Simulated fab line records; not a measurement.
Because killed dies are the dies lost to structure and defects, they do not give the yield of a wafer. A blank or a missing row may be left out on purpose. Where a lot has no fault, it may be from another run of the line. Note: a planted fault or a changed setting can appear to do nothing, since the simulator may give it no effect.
Which of the tools did it? | flow n5Finfet | Sampling: 24 lots, 72 wafers, 6 of 1938 route steps

## WHAT THE GAUGES SHOWED, per wafer
N5_BEOL_M2_THK_MEAS_53: measures by xrf. Usual: M2_THK typically reads 40.4 nm, with standard deviation 1.8.
lot  | measured     | on           | M2_THK (nm)    | flag
L074 | day 7 18:22  | filmMetro-02 | 41.3 42.1 41.3 | 
L075 | day 7 18:34  | filmMetro-01 | 36.9 41.5 36.5 | 
L076 | day 7 19:04  | filmMetro-02 | 42.5 39.8 38.3 | 
L077 | day 7 22:10  | filmMetro-02 | 41.0 41.0 41.8 | 
L078 | day 8 02:22  | filmMetro-01 | 42.6 41.6 41.6 | 
L079 | day 8 04:41  | filmMetro-02 | 41.3 41.7 40.8 | 
L080 | day 8 07:44  | filmMetro-01 | 39.5 36.1 39.5 | 
L081 | day 9 08:13  | filmMetro-02 | 39.8 44.7 37.7 | 
L082 | day 9 08:44  | filmMetro-02 | 39.4 37.8 36.5 | 
L084 | day 9 11:56  | filmMetro-01 | 43.8 44.3 42.0 | 
L083 | day 9 14:52  | filmMetro-01 | 38.6 41.9 39.9 | 
L085 | day 10 08:43 | filmMetro-02 | 42.5 41.5 42.6 | 
L086 | day 10 12:23 | filmMetro-01 | 38.4 37.2 38.2 | 
L087 | day 10 12:36 | filmMetro-02 | 41.8 42.3 41.4 | 
L088 | day 10 16:04 | filmMetro-01 | 39.5 36.8 39.2 | 
L089 | day 10 22:56 | filmMetro-01 | 42.7 39.1 41.9 | 
L091 | day 11 06:17 | filmMetro-02 | 39.9 40.7 38.0 | 
L090 | day 11 10:26 | filmMetro-01 | 42.3 41.0 40.9 | 
L092 | day 11 12:17 | filmMetro-01 | 42.6 40.8 41.3 | 
L093 | day 11 20:22 | filmMetro-01 | 40.4 40.8 40.0 | 
L094 | day 12 09:04 | filmMetro-02 | 37.5 39.5 37.7 | 
L095 | day 12 10:41 | filmMetro-02 | 41.1 42.7 42.1 | 
L097 | day 12 19:22 | filmMetro-01 | 38.5 36.9 39.0 | 
L096 | day 13 04:53 | filmMetro-01 | 41.5 42.7 40.7 | 

## WHICH TOOL RAN EACH LOT (tool, then ch and the chambers of the sampled wafers, then the start)
lot  | N5_BEOL_M2_ILD_DEP_00           | N5_BEOL_M2_STRIP_66               | N5_BEOL_M2_TRENCH_ETCH_37                    | N5_BEOL_M2_ANNEAL_80        | N5_BEOL_M2_SPUTTER_96
L074 | pecvd-02 ch 0,1, day 6 17:57    | rieDiel-03 ch 2,3, day 6 20:18    | rieDiel-03 ch 0,3, day 7 16:07 or earlier    | pvdSputter-02, day 7 16:07  | pvdSputter-02, day 7 17:34
L075 | pecvd-04 ch 1,2, day 6 21:11    | rieDiel-01 ch 0,1,3, day 6 22:28  | rieDiel-05 ch 0,1, day 7 16:19 or earlier    | pvdSputter-01, day 7 16:19  | pvdSputter-01, day 7 17:46
L076 | pecvd-04 ch 1,2, day 6 23:55    | rieDiel-01 ch 0,1,3, day 7 02:47  | rieDiel-01 ch 0,1,2, day 7 16:49 or earlier  | pvdSputter-03, day 7 16:49  | pvdSputter-03, day 7 18:17
L077 | pecvd-02 ch 1,2, day 7 09:57    | rieDiel-01 ch 1,2, day 7 13:24    | rieDiel-03 ch 0,1,2, day 7 19:54 or earlier  | pvdSputter-02, day 7 19:54  | pvdSputter-02, day 7 21:22
L078 | pecvd-04 ch 1,2, day 7 15:50    | rieDiel-05 ch 0,1, day 7 18:46    | rieDiel-01 ch 0,2, day 8 00:07 or earlier    | pvdSputter-02, day 8 00:07  | pvdSputter-02, day 8 01:35
L079 | pecvd-02 ch 0,1, day 7 15:59    | rieDiel-05 ch 0,1, day 7 19:03    | rieDiel-01 ch 0,2, day 8 02:26 or earlier    | pvdSputter-02, day 8 02:26  | pvdSputter-02, day 8 03:54
L080 | pecvd-03 ch 1,2, day 7 21:55    | rieDiel-05 ch 2,3, day 8 01:01    | rieDiel-03 ch 0,1,3, day 8 05:28 or earlier  | pvdSputter-03, day 8 05:28  | pvdSputter-03, day 8 06:56
L081 | pecvd-02 ch 0,2, day 8 15:06    | rieDiel-03 ch 1,2,3, day 8 17:13  | rieDiel-01 ch 1,2, day 9 05:58 or earlier    | pvdSputter-03, day 9 05:58  | pvdSputter-03, day 9 07:25
L082 | pecvd-04 ch 0,1,2, day 8 18:47  | rieDiel-03 ch 0,1, day 8 21:31    | rieDiel-01 ch 0,1,2, day 9 06:29 or earlier  | pvdSputter-02, day 9 06:29  | pvdSputter-02, day 9 07:56
L084 | pecvd-02 ch 0,2, day 8 23:16    | rieDiel-01 ch 1,2,3, day 9 02:46  | rieDiel-05 ch 0,2,3, day 9 09:40 or earlier  | pvdSputter-01, day 9 09:40  | pvdSputter-01, day 9 11:07
L083 | pecvd-04 ch 0,1, day 9 01:07    | rieDiel-01 ch 0,1, day 9 03:56    | rieDiel-05 ch 0,2, day 9 12:29 or earlier    | pvdSputter-02, day 9 12:29  | pvdSputter-02, day 9 14:04
L085 | pecvd-02 ch 0,2, day 9 17:10    | rieDiel-05 ch 0,1,2, day 9 18:13  | rieDiel-05 ch 2,3, day 10 06:25 or earlier   | pvdSputter-02, day 10 06:25 | pvdSputter-02, day 10 07:53
L086 | pecvd-02 ch 0,1, day 10 01:57   | rieDiel-03 ch 0,1,3, day 10 03:07 | rieDiel-01 ch 0,3, day 10 10:09 or earlier   | pvdSputter-01, day 10 10:09 | pvdSputter-01, day 10 11:37
L087 | pecvd-04 ch 1,2, day 10 05:55   | rieDiel-03 ch 2,3, day 10 06:49   | rieDiel-03 ch 0,3, day 10 10:18 or earlier   | pvdSputter-03, day 10 10:18 | pvdSputter-03, day 10 11:46
L088 | pecvd-04 ch 1,2, day 10 07:47   | rieDiel-03 ch 0,2,3, day 10 09:39 | rieDiel-01 ch 0,1, day 10 13:49 or earlier   | pvdSputter-02, day 10 13:49 | pvdSputter-02, day 10 15:16
L089 | pecvd-04 ch 0,2, day 10 12:37   | rieDiel-05 ch 0,3, day 10 14:18   | rieDiel-03 ch 1,3, day 10 20:25 or earlier   | pvdSputter-02, day 10 20:25 | pvdSputter-02, day 10 21:52
L091 | pecvd-04 ch 0,2, day 10 17:44   | rieDiel-03 ch 1,2,3, day 10 18:51 | rieDiel-01 ch 1,2,3, day 11 04:02 or earlier | pvdSputter-01, day 11 04:02 | pvdSputter-01, day 11 05:30
L090 | pecvd-02 ch 0,2, day 10 18:40   | rieDiel-05 ch 0,1,3, day 10 23:02 | rieDiel-03 ch 0,1,3, day 11 08:11 or earlier | pvdSputter-03, day 11 08:11 | pvdSputter-03, day 11 09:39
L092 | pecvd-02 ch 0,1,2, day 11 02:56 | rieDiel-05 ch 0,1,2, day 11 04:58 | rieDiel-03 ch 0,2,3, day 11 10:02 or earlier | pvdSputter-03, day 11 10:02 | pvdSputter-03, day 11 11:29
L093 | pecvd-04 ch 0,1, day 11 10:31   | rieDiel-05 ch 1,3, day 11 12:33   | rieDiel-03 ch 1,2,3, day 11 17:57 or earlier | pvdSputter-02, day 11 17:57 | pvdSputter-02, day 11 19:25
L094 | pecvd-02 ch 0,1,2, day 11 16:05 | rieDiel-01 ch 2,3, day 11 18:23   | rieDiel-01 ch 0,2,3, day 12 06:49 or earlier | pvdSputter-01, day 12 06:49 | pvdSputter-01, day 12 08:16
L095 | pecvd-02 ch 1,2, day 11 18:14   | rieDiel-05 ch 0,3, day 11 20:12   | rieDiel-05 ch 1,2,3, day 12 08:17 or earlier | pvdSputter-03, day 12 08:17 | pvdSputter-03, day 12 09:45
L097 | pecvd-04 ch 0,1, day 12 09:16   | rieDiel-01 ch 0,1,3, day 12 10:46 | rieDiel-01 ch 0,1, day 12 17:00 or earlier   | pvdSputter-01, day 12 17:00 | pvdSputter-01, day 12 18:28
L096 | pecvd-04 ch 0,1,2, day 12 18:52 | rieDiel-05 ch 0,2,3, day 12 20:19 | rieDiel-03 ch 0,2,3, day 13 02:38 or earlier | pvdSputter-03, day 13 02:38 | pvdSputter-03, day 13 04:05
- N5_BEOL_M2_ILD_DEP_00: deposits SiOC from DEMS/O2, target thk 79 nm, time 15.3 s.
- N5_BEOL_M2_STRIP_66: strips in CF4.
- N5_BEOL_M2_TRENCH_ETCH_37: etches SiOC in C4F6/O2, target depth 55.555 nm, time 29.2 s.
- N5_BEOL_M2_ANNEAL_80: time 240 s.
- N5_BEOL_M2_SPUTTER_96: material Cu, target thk 4.5 nm, time 8.29 s.

## WHAT THE TOOLS THEMSELVES READ (means of the sampled wafers that have a number; where no wafer has one, the mark that the record gives instead)
N5_BEOL_M2_ILD_DEP_00. Usual: heaterPowerW 478 W, standard deviation 57; showerheadPlenumPTorr 5.701 Torr, standard deviation 0.017; throttleValvePct 11.8 %, standard deviation 0.67.
lot  | tool     | heaterPowerW (W) | showerheadPlenumPTorr (Torr) | throttleValvePct (%) | flag
L074 | pecvd-02 | 476              | 5.708                        | 12.4                 | 
L075 | pecvd-04 | 502              | 5.707                        | 11.4                 | 
L076 | pecvd-04 | 482              | 5.704                        | 11.3                 | 
L077 | pecvd-02 | 418              | 5.717                        | 12.0                 | 
L078 | pecvd-04 | 470              | 5.695                        | 11.2                 | 
L079 | pecvd-02 | 442              | 5.704                        | 12.8                 | 
L080 | pecvd-03 | 555              | 5.700                        | 11.4                 | 
L081 | pecvd-02 | 432              | 5.700                        | 11.9                 | 
L082 | pecvd-04 | 485              | 5.698                        | 11.1                 | 
L084 | pecvd-02 | 435              | 5.704                        | 11.7                 | 
L083 | pecvd-04 | 477              | 5.678                        | 11.1                 | 
L085 | pecvd-02 | 506              | 5.696                        | 11.9                 | 
L086 | pecvd-02 | 432              | 5.713                        | 12.8                 | 
L087 | pecvd-04 | 537              | 5.700                        | 11.4                 | 
L088 | pecvd-04 | 471              | 5.704                        | 11.5                 | 
L089 | pecvd-04 | 528              | 5.671                        | 11.3                 | 
L091 | pecvd-04 | 494              | 5.679                        | 11.2                 | 
L090 | pecvd-02 | 491              | 5.698                        | 11.8                 | 
L092 | pecvd-02 | 470              | 5.703                        | 12.4                 | 
L093 | pecvd-04 | 489              | 5.695                        | 11.5                 | 
L094 | pecvd-02 | 459              | 5.712                        | 12.4                 | 
L095 | pecvd-02 | 435              | 5.720                        | 12.7                 | 
L097 | pecvd-04 | 528              | 5.697                        | 11.4                 | 
L096 | pecvd-04 | 515              | 5.699                        | 11.4                 | 

N5_BEOL_M2_STRIP_66. Usual: cf4FlowSccm is 150.1 sccm with standard deviation 0.44, drypumpMotorCurrentA is 5.7 A with standard deviation 0.31, oesProductAu is 0.80 a.u. with standard deviation 0.083, powerW is 300.0 W with standard deviation 0.97, rfVppV is 271.1 V with standard deviation 1.6, showerheadPlenumPTorr is 1.80 Torr with standard deviation 0.051, and throttleValvePct is 13.63 % with standard deviation 0.23.
lot  | tool       | cf4FlowSccm (sccm) | drypumpMotorCurrentA (A) | oesProductAu (a.u.) | powerW (W) | rfVppV (V) | showerheadPlenumPTorr (Torr) | throttleValvePct (%) | flag
L074 | rieDiel-03 | 150.6              | 5.6                      | 0.81                | 299.0      | 271.6      | 1.79                         | 13.43                | 
L075 | rieDiel-01 | 150.3              | 5.8                      | 0.75                | 300.4      | 270.5      | 1.79                         | 13.61                | 
L076 | rieDiel-01 | 150.1              | 5.7                      | 0.75                | 300.3      | 270.9      | 1.79                         | 13.61                | 
L077 | rieDiel-01 | 150.2              | 6.1                      | 0.92                | 299.6      | 272.7      | 1.84                         | 13.35                | 
L078 | rieDiel-05 | 149.6              | 5.8                      | 0.82                | 301.2      | 271.5      | 1.82                         | 13.41                | 
L079 | rieDiel-05 | 150.1              | 5.8                      | 0.82                | 300.2      | 271.5      | 1.82                         | 13.41                | 
L080 | rieDiel-05 | 150.6              | 5.7                      | 0.92                | 300.6      | 270.8      | 1.78                         | 13.77                | 
L081 | rieDiel-03 | 149.9              | 5.5                      | 0.75                | 300.5      | 270.0      | 1.75                         | 13.64                | 
L082 | rieDiel-03 | 149.9              | 5.4                      | 0.69                | 299.6      | 269.9      | 1.76                         | 13.95                | 
L084 | rieDiel-01 | 149.9              | 5.7                      | 0.88                | 301.1      | 273.7      | 1.86                         | 13.32                | 
L083 | rieDiel-01 | 150.1              | 6.1                      | 0.77                | 300.0      | 271.8      | 1.82                         | 13.65                | 
L085 | rieDiel-05 | 150.4              | 5.8                      | 0.83                | 299.7      | 271.3      | 1.80                         | 13.60                | 
L086 | rieDiel-03 | 149.9              | 5.5                      | 0.73                | 300.6      | 269.9      | 1.78                         | 13.79                | 
L087 | rieDiel-03 | 150.0              | 5.6                      | 0.78                | 299.9      | 271.0      | 1.78                         | 13.50                | 
L088 | rieDiel-03 | 149.9              | 5.6                      | 0.73                | 300.6      | 271.1      | 1.79                         | 13.72                | 
L089 | rieDiel-05 | 149.6              | 5.5                      | 0.83                | 299.3      | 270.0      | 1.77                         | 13.71                | 
L091 | rieDiel-03 | 150.0              | 5.6                      | 0.74                | 299.7      | 269.6      | 1.74                         | 13.67                | 
L090 | rieDiel-05 | 150.2              | 5.6                      | 0.81                | 299.9      | 270.6      | 1.79                         | 13.58                | 
L092 | rieDiel-05 | 149.8              | 5.8                      | 0.81                | 300.4      | 270.7      | 1.79                         | 13.60                | 
L093 | rieDiel-05 | 150.0              | 5.5                      | 0.86                | 300.8      | 271.3      | 1.79                         | 13.64                | 
L094 | rieDiel-01 | 150.4              | 5.8                      | 0.88                | 299.4      | 272.8      | 1.84                         | 13.39                | 
L095 | rieDiel-05 | 149.9              | 5.6                      | 0.77                | 300.5      | 270.5      | 1.76                         | 13.68                | 
L097 | rieDiel-01 | 149.4              | 5.7                      | 0.79                | 300.0      | 272.0      | 1.85                         | 13.52                | 
L096 | rieDiel-05 | 150.3              | 5.6                      | 0.80                | 300.3      | 271.0      | 1.76                         | 13.77                | 

N5_BEOL_M2_TRENCH_ETCH_37. Usual: drypumpMotorCurrentA 5.7 A, standard deviation 0.33; oesProductAu 0.82 a.u., standard deviation 0.091; rfVppV 665 V, standard deviation 11; showerheadPlenumPTorr 2.87 Torr, standard deviation 0.092; throttleValvePct 20.95 %, standard deviation 0.21.
lot  | tool       | drypumpMotorCurrentA (A) | oesProductAu (a.u.) | rfVppV (V) | showerheadPlenumPTorr (Torr) | throttleValvePct (%) | flag
L074 | rieDiel-03 | 5.6                      | 0.76                | 672        | 2.92                         | 21.08                | 
L075 | rieDiel-05 | 5.8                      | 0.79                | 662        | 2.84                         | 20.66                | 
L076 | rieDiel-01 | 6.1                      | 0.88                | 673        | 2.94                         | 20.93                | 
L077 | rieDiel-03 | 5.5                      | 0.72                | 666        | 2.79                         | 21.06                | 
L078 | rieDiel-01 | 6.2                      | 0.93                | 671        | 2.93                         | 21.05                | 
L079 | rieDiel-01 | 6.2                      | 0.93                | 671        | 2.93                         | 21.06                | 
L080 | rieDiel-03 | 5.5                      | 0.76                | 668        | 2.85                         | 21.09                | 
L081 | rieDiel-01 | 6.0                      | 0.83                | 678        | 2.96                         | 20.84                | 
L082 | rieDiel-01 | 6.1                      | 0.83                | 671        | 2.93                         | 20.97                | 
L084 | rieDiel-05 | 5.7                      | 0.89                | 663        | 2.78                         | 20.91                | 
L083 | rieDiel-05 | 5.8                      | 0.87                | 664        | 2.78                         | 20.95                | 
L085 | rieDiel-05 | 5.6                      | 0.92                | 665        | 2.77                         | 21.08                | 
L086 | rieDiel-01 | 5.5                      | 0.87                | 657        | 2.96                         | 20.76                | 
L087 | rieDiel-03 | 5.6                      | 0.74                | 671        | 2.91                         | 21.12                | 
L088 | rieDiel-01 | 6.1                      | 0.77                | 667        | 2.90                         | 20.99                | 
L089 | rieDiel-03 | 5.6                      | 0.78                | 658        | 2.84                         | 21.00                | 
L091 | rieDiel-01 | 5.7                      | 0.86                | 671        | 2.97                         | 20.80                | 
L090 | rieDiel-03 | 5.5                      | 0.74                | 668        | 2.84                         | 21.11                | 
L092 | rieDiel-03 | 5.6                      | 0.75                | 659        | 2.85                         | 21.02                | 
L093 | rieDiel-03 | 5.6                      | 0.75                | 656        | 2.78                         | 21.01                | 
L094 | rieDiel-01 | 5.8                      | 0.85                | 663        | 2.93                         | 20.95                | 
L095 | rieDiel-05 | 5.7                      | 0.88                | 663        | 2.81                         | 20.96                | 
L097 | rieDiel-01 | 6.1                      | 0.76                | 665        | 2.89                         | 21.01                | 
L096 | rieDiel-03 | 5.6                      | 0.73                | 659        | 2.84                         | 21.03                | 

N5_BEOL_M2_ANNEAL_80. Usual: heaterPowerW reads 839 W (standard deviation 54).
lot  | tool          | heaterPowerW (W) | flag
L074 | pvdSputter-02 | 832              | 
L075 | pvdSputter-01 | 840              | 
L076 | pvdSputter-03 | 814              | 
L077 | pvdSputter-02 | 850              | 
L078 | pvdSputter-02 | 824              | 
L079 | pvdSputter-02 | 868              | 
L080 | pvdSputter-03 | 821              | 
L081 | pvdSputter-03 | 848              | 
L082 | pvdSputter-02 | 835              | 
L084 | pvdSputter-01 | 826              | 
L083 | pvdSputter-02 | 835              | 
L085 | pvdSputter-02 | 892              | 
L086 | pvdSputter-01 | 796              | 
L087 | pvdSputter-03 | 877              | 
L088 | pvdSputter-02 | 864              | 
L089 | pvdSputter-02 | 855              | 
L091 | pvdSputter-01 | 848              | 
L090 | pvdSputter-03 | 826              | 
L092 | pvdSputter-03 | 819              | 
L093 | pvdSputter-02 | 834              | 
L094 | pvdSputter-01 | 865              | 
L095 | pvdSputter-03 | 863              | 
L097 | pvdSputter-01 | 819              | 
L096 | pvdSputter-03 | 844              | 

N5_BEOL_M2_SPUTTER_96. Usual: chamberPressurePa 0.07003 Pa, standard deviation 0.00014; chuckSensorTempC -15.9 C, standard deviation 0.43; throttleValvePct 30.5 %, standard deviation 0.82.
lot  | tool          | chamberPressurePa (Pa) | chuckSensorTempC (C) | throttleValvePct (%) | flag
L074 | pvdSputter-02 | 0.07000                | -15.8                | 30.7                 | 
L075 | pvdSputter-01 | 0.06996                | -15.9                | 31.0                 | 
L076 | pvdSputter-03 | 0.07002                | -15.7                | 31.5                 | 
L077 | pvdSputter-02 | 0.06994                | -16.3                | 30.3                 | 
L078 | pvdSputter-02 | 0.06996                | -15.9                | 30.2                 | 
L079 | pvdSputter-02 | 0.07005                | -16.2                | 30.1                 | 
L080 | pvdSputter-03 | 0.06989                | -15.7                | 30.0                 | 
L081 | pvdSputter-03 | 0.07005                | -16.0                | 30.8                 | 
L082 | pvdSputter-02 | 0.07000                | -16.0                | 30.3                 | 
L084 | pvdSputter-01 | 0.07005                | -15.8                | 30.8                 | 
L083 | pvdSputter-02 | 0.07000                | -15.8                | 30.7                 | 
L085 | pvdSputter-02 | 0.06992                | -16.4                | 30.5                 | 
L086 | pvdSputter-01 | 0.07006                | -15.7                | 31.4                 | 
L087 | pvdSputter-03 | 0.07002                | -15.9                | 31.1                 | 
L088 | pvdSputter-02 | 0.07003                | -16.3                | 30.5                 | 
L089 | pvdSputter-02 | 0.07011                | -16.2                | 30.5                 | 
L091 | pvdSputter-01 | 0.07012                | -16.0                | 30.6                 | 
L090 | pvdSputter-03 | 0.07014                | -15.9                | 29.4                 | 
L092 | pvdSputter-03 | 0.06994                | -15.5                | 29.7                 | 
L093 | pvdSputter-02 | 0.06999                | -15.9                | 30.3                 | 
L094 | pvdSputter-01 | 0.07009                | -16.0                | 30.8                 | 
L095 | pvdSputter-03 | 0.07004                | -16.2                | 30.5                 | 
L097 | pvdSputter-01 | 0.07005                | -15.9                | 30.9                 | 
L096 | pvdSputter-03 | 0.07007                | -16.1                | 31.0                 | 

## THE ANSWER, worked out from the rows above alone
Rule: a lot counts as off when the mean over its wafers that have a number is more than 3 standard deviations away from the usual mean. Also off: a lot with no number at a reading for which 4 or more lots have one. The other lots that the step has rows for count as sound. After the gauges, taken in route order, come the tools' own readings; for these a lot's mean is taken, as printed above. The first step at which some lot is off is used, and at that step the reading that is off furthest; a lot without a number counts as furthest.
No lot is off on any of the readings shown, so nothing can be concluded from this.

## WHAT THE SIMULATOR PUT IN
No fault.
